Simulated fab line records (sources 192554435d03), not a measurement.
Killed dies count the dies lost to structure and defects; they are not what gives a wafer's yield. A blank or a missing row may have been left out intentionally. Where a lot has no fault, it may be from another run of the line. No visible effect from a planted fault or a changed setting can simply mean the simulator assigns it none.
Chamber matching || flow n5 finfet || N5_BEOL_M5_ETCH_75 on rie diel-02 has 4 sister chambers
The step etches underlayer in N2/H2, target depth 6.5 nm, time 5.2 s. 16 wafers are shown with their chamber, then 8 later ones without.

## WAFERS PAIRED WITH THEIR CHAMBERS
{"wafer": "L074.1", "chamber": 2, "showerhead plenum p Torr (Torr)": 2.54, "throttle valve pct (%)": 18.20, "oes product au (a.u.)": 0.60}
{"wafer": "L074.4", "chamber": 0, "showerhead plenum p Torr (Torr)": 2.60, "throttle valve pct (%)": 17.91, "oes product au (a.u.)": 0.60}
{"wafer": "L074.6", "chamber": 2, "showerhead plenum p Torr (Torr)": 2.55, "throttle valve pct (%)": 18.20, "oes product au (a.u.)": 0.60}
{"wafer": "L078.1", "chamber": 1, "showerhead plenum p Torr (Torr)": 2.54, "throttle valve pct (%)": 17.60, "oes product au (a.u.)": 0.64}
{"wafer": "L078.2", "chamber": 3, "showerhead plenum p Torr (Torr)": 2.72, "throttle valve pct (%)": 17.49, "oes product au (a.u.)": 0.82}
{"wafer": "L078.3", "chamber": 2, "showerhead plenum p Torr (Torr)": 2.54, "throttle valve pct (%)": 18.22, "oes product au (a.u.)": 0.60}
{"wafer": "L083.1", "chamber": 3, "showerhead plenum p Torr (Torr)": 2.72, "throttle valve pct (%)": 17.49, "oes product au (a.u.)": 0.80}
{"wafer": "L083.5", "chamber": 2, "showerhead plenum p Torr (Torr)": 2.54, "throttle valve pct (%)": 18.23, "oes product au (a.u.)": 0.60}
{"wafer": "L083.6", "chamber": 3, "showerhead plenum p Torr (Torr)": 2.72, "throttle valve pct (%)": 17.50, "oes product au (a.u.)": 0.80}
{"wafer": "L085.3", "chamber": 1, "showerhead plenum p Torr (Torr)": 2.53, "throttle valve pct (%)": 17.67, "oes product au (a.u.)": 0.63}
{"wafer": "L085.4", "chamber": 1, "showerhead plenum p Torr (Torr)": 2.53, "throttle valve pct (%)": 17.65, "oes product au (a.u.)": 0.62}
{"wafer": "L085.5", "chamber": 3, "showerhead plenum p Torr (Torr)": 2.72, "throttle valve pct (%)": 17.50, "oes product au (a.u.)": 0.79}
{"wafer": "L091.3", "chamber": 1, "showerhead plenum p Torr (Torr)": 2.53, "throttle valve pct (%)": 17.68, "oes product au (a.u.)": 0.62}
{"wafer": "L091.4", "chamber": 3, "showerhead plenum p Torr (Torr)": 2.71, "throttle valve pct (%)": 17.54, "oes product au (a.u.)": 0.77}
{"wafer": "L091.5", "chamber": 2, "showerhead plenum p Torr (Torr)": 2.53, "throttle valve pct (%)": 18.26, "oes product au (a.u.)": 0.58}
{"wafer": "L092.1", "chamber": 3, "showerhead plenum p Torr (Torr)": 2.71, "throttle valve pct (%)": 17.55, "oes product au (a.u.)": 0.77}

SIGNATURES (means of the wafers above)
{"reading": "showerhead plenum p Torr", "chamber 0": 2.6000, "chamber 1": 2.5325, "chamber 2": 2.5400, "chamber 3": 2.7167, "scatter within a chamber": 0.00583}
{"reading": "throttle valve pct", "chamber 0": 17.9100, "chamber 1": 17.6500, "chamber 2": 18.2220, "chamber 3": 17.5117, "scatter within a chamber": 0.0285}
{"reading": "oes product au", "chamber 0": 0.6000, "chamber 1": 0.6275, "chamber 2": 0.5960, "chamber 3": 0.7917, "scatter within a chamber": 0.0144}
Rule: a wafer's distance from a chamber is the root of the sum, over the readings, of the square of ((its reading less the chamber's mean) divided by the reading's scatter). The wafer belongs to the nearest chamber; if the next one is less than 2 further off, it can't be placed. The scatter is the square root of a quotient: the sum, over the shown wafers, of each reading's squared deviation from its chamber's mean, divided by wafers minus chambers.

## WAFERS WHOSE CHAMBER IS MISSING
{"wafer": "L092.2", "showerhead plenum p Torr (Torr)": 2.53, "throttle valve pct (%)": 17.64, "oes product au (a.u.)": 0.62}
{"wafer": "L092.5", "showerhead plenum p Torr (Torr)": 2.53, "throttle valve pct (%)": 18.23, "oes product au (a.u.)": 0.59}
{"wafer": "L095.1", "showerhead plenum p Torr (Torr)": 2.52, "throttle valve pct (%)": 17.67, "oes product au (a.u.)": 0.61}
{"wafer": "L095.4", "showerhead plenum p Torr (Torr)": 2.70, "throttle valve pct (%)": 17.56, "oes product au (a.u.)": 0.74}
{"wafer": "L095.6", "showerhead plenum p Torr (Torr)": 2.53, "throttle valve pct (%)": 18.26, "oes product au (a.u.)": 0.58}
{"wafer": "L097.1", "showerhead plenum p Torr (Torr)": 2.70, "throttle valve pct (%)": 17.55, "oes product au (a.u.)": 0.73}
{"wafer": "L097.2", "showerhead plenum p Torr (Torr)": 2.53, "throttle valve pct (%)": 18.28, "oes product au (a.u.)": 0.58}
{"wafer": "L097.5", "showerhead plenum p Torr (Torr)": 2.70, "throttle valve pct (%)": 17.57, "oes product au (a.u.)": 0.75}

## EACH ONE'S CHAMBER
{"wafer": "L092.2", "from the rows above": 1, "in truth": 1}
{"wafer": "L092.5", "from the rows above": 2, "in truth": 2}
{"wafer": "L095.1", "from the rows above": 1, "in truth": 1}
{"wafer": "L095.4", "from the rows above": 3, "in truth": 3}
{"wafer": "L095.6", "from the rows above": 2, "in truth": 2}
{"wafer": "L097.1", "from the rows above": 3, "in truth": 3}
{"wafer": "L097.2", "from the rows above": 2, "in truth": 2}
{"wafer": "L097.5", "from the rows above": 3, "in truth": 3}
Correctly placed: 8 of 8. Not placeable from these rows: 0. 0 placed wrongly.
